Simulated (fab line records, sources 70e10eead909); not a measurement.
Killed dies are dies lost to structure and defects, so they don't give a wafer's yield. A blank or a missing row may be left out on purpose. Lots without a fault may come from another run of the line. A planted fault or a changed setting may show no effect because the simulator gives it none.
Which tool did it? | flow nand_harc | 15 lots, 45 wafers sampled, at 5 steps of a route of 1302

WHAT THE GAUGES READ, wafer by wafer
NHARC_THIN_TSV_CD_MEAS_37. Usual: cd_nm 4999 nm, standard deviation 4.4.
lot  | measured     | on        | cd_nm (nm)     | flag
L263 | day 23 18:58 | cd_sem-03 | 5002 4999 5000 |
L264 | day 24 14:12 | cd_sem-01 | 4999 4998 5004 |
L267 | day 26 16:32 | cd_sem-02 | 4994 4994 4998 |
L268 | day 26 15:06 | cd_sem-01 | 4992 5001 4995 |
L269 | day 27 02:21 | cd_sem-03 | 4995 4997 4999 |
L270 | day 26 23:16 | cd_sem-01 | 5001 4995 4992 |
L271 | day 26 22:10 | cd_sem-03 | 5002 4996 5001 |
L272 | day 28 10:37 | cd_sem-03 | 4996 4987 4996 |
L273 | day 28 09:51 | cd_sem-01 | 5004 5002 4997 |
L278 | day 30 01:39 | cd_sem-02 | 5004 5003 5001 |
L277 | day 30 00:15 | cd_sem-02 | 5003 5003 5001 |
L281 | day 31 06:37 | cd_sem-03 | 5001 5004 5005 |

NHARC_END_SORT_01. Usual: killed_at_array 55, standard deviation 17; killed_at_other 0.9, standard deviation 1.2; killed_at_periphery 3.7, standard deviation 2.5; killed_dies 59, standard deviation 18; killed_open 3.4, standard deviation 1.9; killed_short 2.6, standard deviation 1.6.
lot  | measured     | on        | killed_at_array | killed_at_other | killed_at_periphery | killed_dies | killed_open | killed_short | flag
L282 | day 32 01:34 | prober-02 | 89 72 82        | 1 0 0           | 587 605 595         | 677 677 677 | 5 0 5       | 8 4 6        | OFF
L283 | day 32 08:37 | prober-01 | 60 28 32        | 0 1 0           | 617 648 645         | 677 677 677 | 4 1 2       | 1 2 1        | OFF
L284 | day 33 10:50 | prober-02 | 31 40 35        | 2 2 4           | 644 635 638         | 677 677 677 | 5 4 4       | 2 0 3        | OFF

WHICH TOOL RAN EACH LOT (tool, then ch and the chambers of the sampled wafers, then the start)
lot  | NHARC_P_GATE_DEVELOP_45           | NHARC_THIN_TSV_CMP_01         | NHARC_THIN_TSV_PVD_51
L263 | litho_track-07 ch 0, day 5 17:00  | cmp-01 ch 0,2,3, day 23 10:19 | pvd_sputter-03, day 23 18:58 or earlier
L264 | litho_track-07 ch 0, day 5 20:00  | cmp-01 ch 1,2,3, day 24 05:34 | pvd_sputter-01, day 24 14:12 or earlier
L267 | litho_track-07 ch 0, day 7 07:00  | cmp-04 ch 1,2, day 26 07:44   | pvd_sputter-03, day 26 16:32 or earlier
L268 | litho_track-03 ch 0, day 7 12:00  | cmp-04 ch 1,2,3, day 26 06:33 | pvd_sputter-03, day 26 15:06 or earlier
L269 | litho_track-07 ch 0, day 8 05:00  | cmp-01 ch 0,2,3, day 26 17:32 | pvd_sputter-02, day 27 02:21 or earlier
L270 | litho_track-03 ch 0, day 8 15:00  | cmp-01 ch 0,1,2, day 26 14:29 | pvd_sputter-01, day 26 23:16 or earlier
L271 | litho_track-07 ch 0, day 8 20:00  | cmp-04 ch 1,2,3, day 26 13:16 | pvd_sputter-01, day 26 22:10 or earlier
L272 | litho_track-03 ch 0, day 9 15:00  | cmp-04 ch 0,1,3, day 27 20:44 | pvd_sputter-01, day 28 10:37 or earlier
L273 | litho_track-03 ch 0, day 9 19:00  | cmp-01 ch 0,2,3, day 27 15:44 | pvd_sputter-02, day 28 09:51 or earlier
L278 | litho_track-03 ch 0, day 11 16:00 | cmp-01 ch 0,1, day 29 16:51   | pvd_sputter-03, day 30 01:39 or earlier
L277 | litho_track-07 ch 0, day 11 19:00 | cmp-02 ch 0,2,3, day 29 15:44 | pvd_sputter-02, day 30 00:15 or earlier
L281 | litho_track-07 ch 0, day 13 00:00 | cmp-01 ch 1,2,3, day 30 21:58 | pvd_sputter-03, day 31 06:37 or earlier
L282 | litho_track-07 ch 0, day 13 10:00 | -                             | -
L283 | litho_track-07 ch 0, day 14 02:00 | -                             | -
L284 | litho_track-07 ch 0, day 14 06:00 | -                             | -
- NHARC_P_GATE_DEVELOP_45: time 70 s.
- NHARC_THIN_TSV_CMP_01: polishes.
- NHARC_THIN_TSV_PVD_51: deposits Cu, target thk 100 nm.

WHAT THE TOOLS THEMSELVES READ (means of the sampled wafers that have a number; where no wafer has one, the mark that the record gives instead)
NHARC_P_GATE_DEVELOP_45. Usual: chill_plate_temp_C 23.00 C, standard deviation 0.1.
lot  | tool           | chill_plate_temp_C (C) | flag
L263 | litho_track-07 | 23.04                  |
L264 | litho_track-07 | 23.02                  |
L267 | litho_track-07 | 23.05                  |
L268 | litho_track-03 | 22.99                  |
L269 | litho_track-07 | 23.10                  |
L270 | litho_track-03 | 23.07                  |
L271 | litho_track-07 | 22.96                  |
L272 | litho_track-03 | 23.09                  |
L273 | litho_track-03 | 22.96                  |
L278 | litho_track-03 | 22.94                  |
L277 | litho_track-07 | 22.89                  |
L281 | litho_track-07 | 22.82                  |
L282 | litho_track-07 | 22.90                  |
L283 | litho_track-07 | 23.00                  |
L284 | litho_track-07 | 23.01                  |

NHARC_THIN_TSV_CMP_01. Usual: motor_current_A 11.6 A, standard deviation 1.1.
lot  | tool   | motor_current_A (A) | flag
L263 | cmp-01 | 12.0                |
L264 | cmp-01 | 11.5                |
L267 | cmp-04 | 10.1                |
L268 | cmp-04 | 10.5                |
L269 | cmp-01 | 11.8                |
L270 | cmp-01 | 12.4                |
L271 | cmp-04 | 10.6                |
L272 | cmp-04 | 11.2                |
L273 | cmp-01 | 12.3                |
L278 | cmp-01 | 12.5                |
L277 | cmp-02 | 11.5                |
L281 | cmp-01 | 12.1                |

NHARC_THIN_TSV_PVD_51. Usual: throttle_valve_pct 30.3 %, standard deviation 0.85.
lot  | tool           | throttle_valve_pct (%) | flag
L263 | pvd_sputter-03 | 29.8                   |
L264 | pvd_sputter-01 | 30.3                   |
L267 | pvd_sputter-03 | 29.6                   |
L268 | pvd_sputter-03 | 30.2                   |
L269 | pvd_sputter-02 | 31.0                   |
L270 | pvd_sputter-01 | 30.4                   |
L271 | pvd_sputter-01 | 30.7                   |
L272 | pvd_sputter-01 | 30.8                   |
L273 | pvd_sputter-02 | 30.6                   |
L278 | pvd_sputter-03 | 30.1                   |
L277 | pvd_sputter-02 | 31.0                   |
L281 | pvd_sputter-03 | 29.6                   |

THE ANSWER, worked out from the rows above alone
Rule: a lot is off if the mean of its wafers that have a number lies more than 3 standard deviations from the usual mean. A lot without any number at a reading at which 4 lots or more have one is off too. The other lots that the step has rows for count as sound. The gauges are gone through in route order, then the tools' own readings, and for those a lot's mean is taken as printed above. The first step at which some lot is off is used, and at that step the reading that is off furthest; a lot without a number counts as furthest.
Off: L282, L283, L284, at NHARC_END_SORT_01 (killed_at_periphery). Neither off nor sound, because the step has no rows for them: L263, L264, L267, L268, L269, L270, L271, L272, L273, L278, L277, L281.
A tool fits if, at a process step before that reading, it ran every lot that is off, and no sound lot after the first of them. The gauges at NHARC_END_SORT_01 are tried like those tools. One fits: litho_track-07 at NHARC_P_GATE_DEVELOP_45. It ran no sound lot before its first lot that is off in this sample, so the start can't be narrowed down.

WHAT THE SIMULATOR HAD PUT IN
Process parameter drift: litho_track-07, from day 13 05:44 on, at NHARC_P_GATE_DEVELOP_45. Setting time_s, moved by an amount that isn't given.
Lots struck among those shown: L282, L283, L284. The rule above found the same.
